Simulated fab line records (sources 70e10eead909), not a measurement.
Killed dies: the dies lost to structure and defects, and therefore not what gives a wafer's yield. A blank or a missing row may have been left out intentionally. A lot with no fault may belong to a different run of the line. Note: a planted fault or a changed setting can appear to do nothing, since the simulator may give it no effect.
The tool behind it: which one? / flow nand-harc / Sampling: 12 lots, 36 wafers, 5 of 1302 route steps

## WHAT THE GAUGES SHOWED, per wafer
NHARC_END_SORT_01.
lot=L852; measured=day 25 11:52; on=prober-02; defect-limited-yield (%)=91.1 90.0 88.0; killed-at-array=58 67 78; killed-at-other=2 0 2; killed-at-periphery=0 1 1; killed-dies=60 68 81; killed-open=1 1 3; killed-short=1 0 2
lot=L853; measured=day 25 20:25; on=prober-02; defect-limited-yield (%)=92.0 92.0 92.0; killed-at-array=49 51 50; killed-at-other=0 0 0; killed-at-periphery=5 3 4; killed-dies=54 54 54; killed-open=3 4 1; killed-short=2 1 5
lot=L854; measured=day 26 03:23; on=prober-01; defect-limited-yield (%)=89.2 91.1 89.8; killed-at-array=72 57 66; killed-at-other=0 0 1; killed-at-periphery=1 3 2; killed-dies=73 60 69; killed-open=6 6 1; killed-short=0 1 3
lot=L855; measured=day 25 14:12; on=prober-01; defect-limited-yield (%)=92.6 92.0 90.7; killed-at-array=47 49 58; killed-at-other=0 1 0; killed-at-periphery=3 4 5; killed-dies=50 54 63; killed-open=3 6 2; killed-short=1 5 3
lot=L858; measured=day 27 08:34; on=prober-01; defect-limited-yield (%)=91.7 88.6 89.4; killed-at-array=51 76 70; killed-at-other=2 0 0; killed-at-periphery=3 1 2; killed-dies=56 77 72; killed-open=2 3 4; killed-short=3 0 0
lot=L860; measured=day 28 05:51; on=prober-02; defect-limited-yield (%)=0 89.8 0; killed-at-array=56 64 57; killed-at-other=0 0 0; killed-at-periphery=621 5 620; killed-dies=677 69 677; killed-open=3 3 4; killed-short=1 1 4
lot=L868; measured=day 31 20:59; on=prober-01; defect-limited-yield (%)=88.5 89.7 89.1; killed-at-array=74 67 68; killed-at-other=2 2 0; killed-at-periphery=2 1 6; killed-dies=78 70 74; killed-open=5 5 7; killed-short=0 2 2
lot=L869; measured=day 32 04:54; on=prober-02; defect-limited-yield (%)=94.4 93.8 93.8; killed-at-array=30 37 35; killed-at-other=2 0 0; killed-at-periphery=6 5 7; killed-dies=38 42 42; killed-open=0 1 5; killed-short=2 0 6
lot=L870; measured=day 32 04:56; on=prober-01; defect-limited-yield (%)=86.0 85.5 83.0; killed-at-array=86 97 111; killed-at-other=0 0 2; killed-at-periphery=9 1 2; killed-dies=95 98 115; killed-open=0 2 5; killed-short=1 4 4
lot=L871; measured=day 32 12:42; on=prober-01; defect-limited-yield (%)=91.3 91.0 91.9; killed-at-array=53 59 52; killed-at-other=0 1 0; killed-at-periphery=6 1 3; killed-dies=59 61 55; killed-open=3 2 4; killed-short=0 1 3
lot=L873; measured=day 33 15:46; on=prober-01; defect-limited-yield (%)=93.4 92.0 94.8; killed-at-array=35 44 26; killed-at-other=0 0 1; killed-at-periphery=10 10 8; killed-dies=45 54 35; killed-open=3 3 3; killed-short=4 3 5
lot=L875; measured=day 34 02:55; on=prober-02; defect-limited-yield (%)=91.6 85.2 87.4; killed-at-array=54 98 81; killed-at-other=1 0 1; killed-at-periphery=2 2 3; killed-dies=57 100 85; killed-open=3 1 5; killed-short=2 2 5

## EACH LOT AND THE TOOL THAT RAN IT (in order: tool; ch and the chambers of the sampled wafers; start)
lot=L852; NHARC_P_CONTACT_PVD_32=pvd-sputter-02, day 6 02:20 or earlier; NHARC_P_M0_ETCH_15=rie-diel-02 ch 0,1,2, day 6 02:20; NHARC_P_M0_PVD_21=pvd-sputter-03, day 6 04:15 or earlier; NHARC_P_M0_ANNEAL_30=rtp-anneal-01 ch 0, day 6 04:15
lot=L853; NHARC_P_CONTACT_PVD_32=pvd-sputter-02, day 6 16:11 or earlier; NHARC_P_M0_ETCH_15=rie-diel-10 ch 0,1, day 6 16:11; NHARC_P_M0_PVD_21=pvd-sputter-01, day 6 17:43 or earlier; NHARC_P_M0_ANNEAL_30=rtp-anneal-02 ch 0, day 6 17:43
lot=L854; NHARC_P_CONTACT_PVD_32=pvd-sputter-02, day 6 19:41 or earlier; NHARC_P_M0_ETCH_15=rie-diel-03 ch 0,1,3, day 6 19:41; NHARC_P_M0_PVD_21=pvd-sputter-01, day 6 21:12 or earlier; NHARC_P_M0_ANNEAL_30=rtp-anneal-02 ch 0, day 6 21:12
lot=L855; NHARC_P_CONTACT_PVD_32=pvd-sputter-03, day 7 07:22 or earlier; NHARC_P_M0_ETCH_15=rie-diel-03 ch 0,2,3, day 7 07:22; NHARC_P_M0_PVD_21=pvd-sputter-03, day 7 08:59 or earlier; NHARC_P_M0_ANNEAL_30=rtp-anneal-02 ch 0, day 7 08:59
lot=L858; NHARC_P_CONTACT_PVD_32=pvd-sputter-01, day 8 20:34 or earlier; NHARC_P_M0_ETCH_15=rie-diel-10 ch 0,1,3, day 8 20:34; NHARC_P_M0_PVD_21=pvd-sputter-03, day 8 22:13 or earlier; NHARC_P_M0_ANNEAL_30=rtp-anneal-02 ch 0, day 8 22:13
lot=L860; NHARC_P_CONTACT_PVD_32=pvd-sputter-01, day 9 16:19 or earlier; NHARC_P_M0_ETCH_15=rie-diel-10 ch 0,1,3, day 9 16:19; NHARC_P_M0_PVD_21=pvd-sputter-01, day 9 17:49 or earlier; NHARC_P_M0_ANNEAL_30=rtp-anneal-01 ch 0, day 9 17:49
lot=L868; NHARC_P_CONTACT_PVD_32=pvd-sputter-01, day 13 01:24 or earlier; NHARC_P_M0_ETCH_15=rie-diel-10 ch 0,3, day 13 01:24; NHARC_P_M0_PVD_21=pvd-sputter-01, day 13 02:53 or earlier; NHARC_P_M0_ANNEAL_30=rtp-anneal-01 ch 0, day 13 02:53
lot=L869; NHARC_P_CONTACT_PVD_32=pvd-sputter-01, day 13 12:41 or earlier; NHARC_P_M0_ETCH_15=rie-diel-03 ch 0,1,3, day 13 12:41; NHARC_P_M0_PVD_21=pvd-sputter-01, day 13 14:10 or earlier; NHARC_P_M0_ANNEAL_30=rtp-anneal-01 ch 0, day 13 14:10
lot=L870; NHARC_P_CONTACT_PVD_32=pvd-sputter-02, day 13 13:40 or earlier; NHARC_P_M0_ETCH_15=rie-diel-03 ch 0,1,2, day 13 13:40; NHARC_P_M0_PVD_21=pvd-sputter-03, day 13 15:08 or earlier; NHARC_P_M0_ANNEAL_30=rtp-anneal-02 ch 0, day 13 15:08
lot=L871; NHARC_P_CONTACT_PVD_32=pvd-sputter-03, day 14 00:13 or earlier; NHARC_P_M0_ETCH_15=rie-diel-02 ch 1,2,3, day 14 00:13; NHARC_P_M0_PVD_21=pvd-sputter-02, day 14 01:44 or earlier; NHARC_P_M0_ANNEAL_30=rtp-anneal-02 ch 0, day 14 01:44
lot=L873; NHARC_P_CONTACT_PVD_32=pvd-sputter-02, day 14 17:50 or earlier; NHARC_P_M0_ETCH_15=rie-diel-03 ch 0,3, day 14 17:50; NHARC_P_M0_PVD_21=pvd-sputter-03, day 14 19:28 or earlier; NHARC_P_M0_ANNEAL_30=rtp-anneal-02 ch 0, day 14 19:28
lot=L875; NHARC_P_CONTACT_PVD_32=pvd-sputter-01, day 15 12:01 or earlier; NHARC_P_M0_ETCH_15=rie-diel-03 ch 0,1,2, day 15 12:01; NHARC_P_M0_PVD_21=pvd-sputter-02, day 15 13:33 or earlier; NHARC_P_M0_ANNEAL_30=rtp-anneal-02 ch 0, day 15 13:33
- NHARC_P_CONTACT_PVD_32: deposits Ti, target thk 5 nm, time 17.7 s.
- NHARC_P_M0_ETCH_15: etches the open film in C4F8/Ar, target depth 150 nm, overetch 15 nm, time 82.5 s.
- NHARC_P_M0_PVD_21: deposits Cu, target thk 30 nm, time 20.49 s.
- NHARC_P_M0_ANNEAL_30: time 90 s.

## AS READ BY THE TOOLS THEMSELVES (means over the sampled wafers that have a number; for cases with no such wafer, the mark the record gives instead)
NHARC_P_CONTACT_PVD_32.
lot=L852; tool=pvd-sputter-02; substrate-temp-c (C)=199.98; throttle-valve-pct (%)=30.4
lot=L853; tool=pvd-sputter-02; substrate-temp-c (C)=200.01; throttle-valve-pct (%)=30.4
lot=L854; tool=pvd-sputter-02; substrate-temp-c (C)=200.03; throttle-valve-pct (%)=30.3
lot=L855; tool=pvd-sputter-03; substrate-temp-c (C)=200.13; throttle-valve-pct (%)=31.1
lot=L858; tool=pvd-sputter-01; substrate-temp-c (C)=199.83; throttle-valve-pct (%)=31.5
lot=L860; tool=pvd-sputter-01; substrate-temp-c (C)=200.21; throttle-valve-pct (%)=31.6
lot=L868; tool=pvd-sputter-01; substrate-temp-c (C)=200.01; throttle-valve-pct (%)=30.6
lot=L869; tool=pvd-sputter-01; substrate-temp-c (C)=200.00; throttle-valve-pct (%)=31.6
lot=L870; tool=pvd-sputter-02; substrate-temp-c (C)=199.91; throttle-valve-pct (%)=30.7
lot=L871; tool=pvd-sputter-03; substrate-temp-c (C)=199.93; throttle-valve-pct (%)=29.3
lot=L873; tool=pvd-sputter-02; substrate-temp-c (C)=200.07; throttle-valve-pct (%)=30.3
lot=L875; tool=pvd-sputter-01; substrate-temp-c (C)=200.14; throttle-valve-pct (%)=30.8

NHARC_P_M0_ETCH_15.
lot=L852; tool=rie-diel-02; bias-w (W)=300.1; chamber-pressure-mTorr (mTorr)=24.985; oes-product-au (a.u.)=0.964; rf-vpp-V (V)=443.0; run-length-s (s)=103.7
lot=L853; tool=rie-diel-10; bias-w (W)=299.3; chamber-pressure-mTorr (mTorr)=25.001; oes-product-au (a.u.)=0.944; rf-vpp-V (V)=436.6; run-length-s (s)=103.8
lot=L854; tool=rie-diel-03; bias-w (W)=300.2; chamber-pressure-mTorr (mTorr)=24.987; oes-product-au (a.u.)=0.952; rf-vpp-V (V)=440.6; run-length-s (s)=103.7
lot=L855; tool=rie-diel-03; bias-w (W)=298.8; chamber-pressure-mTorr (mTorr)=24.999; oes-product-au (a.u.)=0.962; rf-vpp-V (V)=441.8; run-length-s (s)=103.4
lot=L858; tool=rie-diel-10; bias-w (W)=300.0; chamber-pressure-mTorr (mTorr)=24.997; oes-product-au (a.u.)=0.978; rf-vpp-V (V)=437.4; run-length-s (s)=103.8
lot=L860; tool=rie-diel-10; bias-w (W)=299.5; chamber-pressure-mTorr (mTorr)=25.018; oes-product-au (a.u.)=0.927; rf-vpp-V (V)=436.7; run-length-s (s)=89.7
lot=L868; tool=rie-diel-10; bias-w (W)=299.7; chamber-pressure-mTorr (mTorr)=25.000; oes-product-au (a.u.)=0.971; rf-vpp-V (V)=441.8; run-length-s (s)=103.5
lot=L869; tool=rie-diel-03; bias-w (W)=299.8; chamber-pressure-mTorr (mTorr)=25.006; oes-product-au (a.u.)=0.974; rf-vpp-V (V)=440.3; run-length-s (s)=103.9
lot=L870; tool=rie-diel-03; bias-w (W)=300.1; chamber-pressure-mTorr (mTorr)=24.996; oes-product-au (a.u.)=0.981; rf-vpp-V (V)=440.0; run-length-s (s)=103.6
lot=L871; tool=rie-diel-02; bias-w (W)=300.0; chamber-pressure-mTorr (mTorr)=24.996; oes-product-au (a.u.)=0.957; rf-vpp-V (V)=444.3; run-length-s (s)=103.8
lot=L873; tool=rie-diel-03; bias-w (W)=300.0; chamber-pressure-mTorr (mTorr)=24.971; oes-product-au (a.u.)=0.977; rf-vpp-V (V)=439.3; run-length-s (s)=103.6
lot=L875; tool=rie-diel-03; bias-w (W)=300.6; chamber-pressure-mTorr (mTorr)=24.994; oes-product-au (a.u.)=0.953; rf-vpp-V (V)=440.1; run-length-s (s)=103.5

NHARC_P_M0_PVD_21.
lot=L852; tool=pvd-sputter-03; substrate-temp-c (C)=29.91; throttle-valve-pct (%)=28.6
lot=L853; tool=pvd-sputter-01; substrate-temp-c (C)=29.97; throttle-valve-pct (%)=31.2
lot=L854; tool=pvd-sputter-01; substrate-temp-c (C)=29.97; throttle-valve-pct (%)=30.6
lot=L855; tool=pvd-sputter-03; substrate-temp-c (C)=30.12; throttle-valve-pct (%)=29.7
lot=L858; tool=pvd-sputter-03; substrate-temp-c (C)=29.89; throttle-valve-pct (%)=29.6
lot=L860; tool=pvd-sputter-01; substrate-temp-c (C)=30.07; throttle-valve-pct (%)=31.5
lot=L868; tool=pvd-sputter-01; substrate-temp-c (C)=30.04; throttle-valve-pct (%)=30.8
lot=L869; tool=pvd-sputter-01; substrate-temp-c (C)=29.99; throttle-valve-pct (%)=31.0
lot=L870; tool=pvd-sputter-03; substrate-temp-c (C)=30.03; throttle-valve-pct (%)=29.6
lot=L871; tool=pvd-sputter-02; substrate-temp-c (C)=29.95; throttle-valve-pct (%)=30.2
lot=L873; tool=pvd-sputter-03; substrate-temp-c (C)=29.95; throttle-valve-pct (%)=30.8
lot=L875; tool=pvd-sputter-02; substrate-temp-c (C)=29.98; throttle-valve-pct (%)=30.1

NHARC_P_M0_ANNEAL_30.
lot=L852; tool=rtp-anneal-01; anneal-temp-c (C)=224.83; wafer_temp_C_max=225.7
lot=L853; tool=rtp-anneal-02; anneal-temp-c (C)=225.02; wafer_temp_C_max=226.4
lot=L854; tool=rtp-anneal-02; anneal-temp-c (C)=225.12; wafer_temp_C_max=226.4
lot=L855; tool=rtp-anneal-02; anneal-temp-c (C)=225.15; wafer_temp_C_max=226.4
lot=L858; tool=rtp-anneal-02; anneal-temp-c (C)=224.98; wafer_temp_C_max=226.7
lot=L860; tool=rtp-anneal-01; anneal-temp-c (C)=225.11; wafer_temp_C_max=225.7
lot=L868; tool=rtp-anneal-01; anneal-temp-c (C)=225.10; wafer_temp_C_max=225.5
lot=L869; tool=rtp-anneal-01; anneal-temp-c (C)=225.21; wafer_temp_C_max=225.6
lot=L870; tool=rtp-anneal-02; anneal-temp-c (C)=224.88; wafer_temp_C_max=226.3
lot=L871; tool=rtp-anneal-02; anneal-temp-c (C)=225.09; wafer_temp_C_max=226.5
lot=L873; tool=rtp-anneal-02; anneal-temp-c (C)=224.84; wafer_temp_C_max=226.4
lot=L875; tool=rtp-anneal-02; anneal-temp-c (C)=224.96; wafer_temp_C_max=226.3

## THE ANSWER, worked out from the rows above alone
Rule: the lots themselves supply what counts as usual. Put in order of their means at a reading, lots are off if they are a third of the lots or fewer, leave a main group of 4 or more, and stand apart from it by a gap of 3 or more times the standard deviation of the main group's means; of several such gaps the widest counts. If all means in a main group match to the digits the tables above print for the reading, that group is not used. Also off: a lot with no number at a reading for which 4 or more lots have one. Where the step has rows for the other lots, those lots are counted as sound. After the gauges, taken in route order, come the tools' own readings; for these a lot's mean is taken, as printed above. At the first step where some lot is off, the reading lying furthest off is the one used; lots without a number count as furthest.
Off: L860, at NHARC_END_SORT_01 (killed-at-periphery). Mean 3.7 and standard deviation 2.2 in the main group.
If a tool, at a process step before that reading, ran all the lots that are off and no sound lot after the first of them, it fits. The gauges at NHARC_END_SORT_01 aren't tried: what is off there is off at NHARC_P_M0_ETCH_15 too, on other tools, and a gauge's error can't cause that. NHARC_P_CONTACT_PVD_32: start missing for some lots; hours and lot order therefore follow NHARC_P_M0_ETCH_15. NHARC_P_M0_PVD_21: start missing for some lots; hours and lot order therefore follow NHARC_P_M0_ANNEAL_30. Not one of the candidates tried fits.

## WHAT THE SIMULATOR HAD PUT IN
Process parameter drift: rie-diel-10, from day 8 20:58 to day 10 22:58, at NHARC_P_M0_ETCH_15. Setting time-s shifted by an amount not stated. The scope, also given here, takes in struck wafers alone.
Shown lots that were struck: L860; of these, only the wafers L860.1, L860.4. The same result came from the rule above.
